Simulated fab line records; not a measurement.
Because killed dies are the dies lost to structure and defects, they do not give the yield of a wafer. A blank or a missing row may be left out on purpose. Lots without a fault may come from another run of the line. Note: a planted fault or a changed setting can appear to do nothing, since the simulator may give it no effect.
Lot-split experiment + flow n5_finfet + 7 lots, 21 wafers read, on a route of 1938 steps

THE SPLIT ITSELF
At N5_MOL_CONTACT_COAG_ALD_131 (deposits SiO2, target thk 5 nm, pulse time 1 s, co reactant pulse time 1 s), the setting ald_cycles was moved away from the recipe's 35 on 8 of the 21 wafers read, by -14.3% to +11.4%. For the rest of the wafers, this setting stayed at what the recipe calls for.

The split's own step is where the reading is taken.

THE READING
SiO2_of_MOL_CONTACT_COAG_ALD_131.thk_nm (the simulator's own value, which no gauge read), in nm, at N5_MOL_CONTACT_COAG_ALD_131 (deposits SiO2, target thk 5 nm, pulse time 1 s, co reactant pulse time 1 s). There is no usual value for it anywhere in the file.

| wafer  | tool, chamber at the split | ald_cycles as run | against the recipe | SiO2_of_MOL_CONTACT_COAG_ALD_131.thk_nm, nm | against lot-mates on the recipe |
|--------|----------------------------|-------------------|--------------------|---------------------------------------------|---------------------------------|
| L077.4 | ald_sin-04, 2              | 39                | +11.4%             | 5.6                                         | +0.6                            |
| L077.5 | ald_sin-04, 2              | 39                | +11.4%             | 5.6                                         | +0.6                            |
| L077.6 | ald_sin-04, 1              | 35                | recipe             | 5                                           | -                               |
| L081.1 | ald_sin-01, 3,1            | 35                | recipe             | 5                                           | -                               |
| L081.6 | ald_sin-01, 3,1            | 35                | recipe             | 5                                           | -                               |
| L081.5 | ald_sin-01, 3              | 33                | -5.7%              | 4.8                                         | -0.2                            |
| L083.3 | ald_sin-04, 2              | 35                | recipe             | 5                                           | -                               |
| L083.4 | ald_sin-04, 0,3            | 31                | -11.4%             | 4.4                                         | -0.6                            |
| L083.6 | ald_sin-04, 0,3            | 31                | -11.4%             | 4.4                                         | -0.6                            |
| L084.4 | ald_sin-04, 0,0,1          | 35                | recipe             | 5                                           | -                               |
| L084.5 | ald_sin-04, 0,0,1          | 35                | recipe             | 5                                           | -                               |
| L084.6 | ald_sin-04, 0,0,1          | 35                | recipe             | 5                                           | -                               |
| L088.2 | ald_sin-03, 1,3            | 35                | recipe             | 5                                           | -                               |
| L088.6 | ald_sin-03, 1,3            | 35                | recipe             | 5                                           | -                               |
| L088.5 | ald_sin-03, 0              | 30                | -14.3%             | 4.2                                         | -0.8                            |
| L093.2 | ald_sin-04, 0              | 33                | -5.7%              | 4.6                                         | -0.4                            |
| L093.3 | ald_sin-04, 2              | 35                | recipe             | 5                                           | -                               |
| L093.5 | ald_sin-04, 1              | 33                | -5.7%              | 4.8                                         | -0.2                            |
| L097.2 | ald_sin-04, 3,1,0          | 35                | recipe             | 5                                           | -                               |
| L097.4 | ald_sin-04, 3,1,0          | 35                | recipe             | 5                                           | -                               |
| L097.5 | ald_sin-04, 3,1,0          | 35                | recipe             | 5                                           | -                               |
When a row names more than one chamber, that row covers several wafers, and the file does not tell which wafer ran in which chamber.

THE FIT
A straight line over all 21 wafers: SiO2_of_MOL_CONTACT_COAG_ALD_131.thk_nm changes by +0.0528 nm for each +1% of ald_cycles; r = +0.99; the points scatter about the line by 0.041 nm.
The same after taking each lot's own level away (the mean of its wafers on the recipe; 21 wafers): +0.0528 nm for each +1%; r = +0.99; scatter 0.041 nm.
Per that fit: largest ald_cycles move, reading shift of 0.75 nm.
The lots' own levels span 5.00 to 5.00 nm.
Consequently the slope shifts little with the lot-to-lot level, the two slopes agreeing.
Check: -0.734 nm against its lot-mates is what the line predicts for one of the wafers moved furthest among these (-14.3%) when that wafer is left out of the fit. It came out at -0.8 nm against them.

ADDITIONAL SPLITS CARRIED BY THESE WAFERS
These wafers also went through other splits before the reading. Each is held against what the fit with the lots' levels taken away leaves over:
| other split on the same wafers        | wafers away from the commonest value | r with SiO2_of_MOL_CONTACT_COAG_ALD_131.thk_nm (lot level and that fit taken away) |
|---------------------------------------|--------------------------------------|------------------------------------------------------------------------------------|
| N5_HKMG_FIN_CVD_62 temp_c             | 7                                    | +0.47                                                                              |
| N5_GATE_CUT_COAT_07 spin_rpm          | 5                                    | +0.22                                                                              |
| N5_GATE_CUT_EXPOSE_10 dose_mj         | 5                                    | +0.25                                                                              |
| N5_MOL_CONTACT_COAG_COAT_104 spin_rpm | 3                                    | -0.03                                                                              |
| N5_MOL_CONTACT_COAG_EXPOSE_81 dose_mj | 10                                   | -0.05                                                                              |

THE FILE'S OWN FIT
SiO2_of_MOL_CONTACT_COAG_ALD_131.thk_nm changes by +0.0528 nm for each +1% of ald_cycles, r = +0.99.
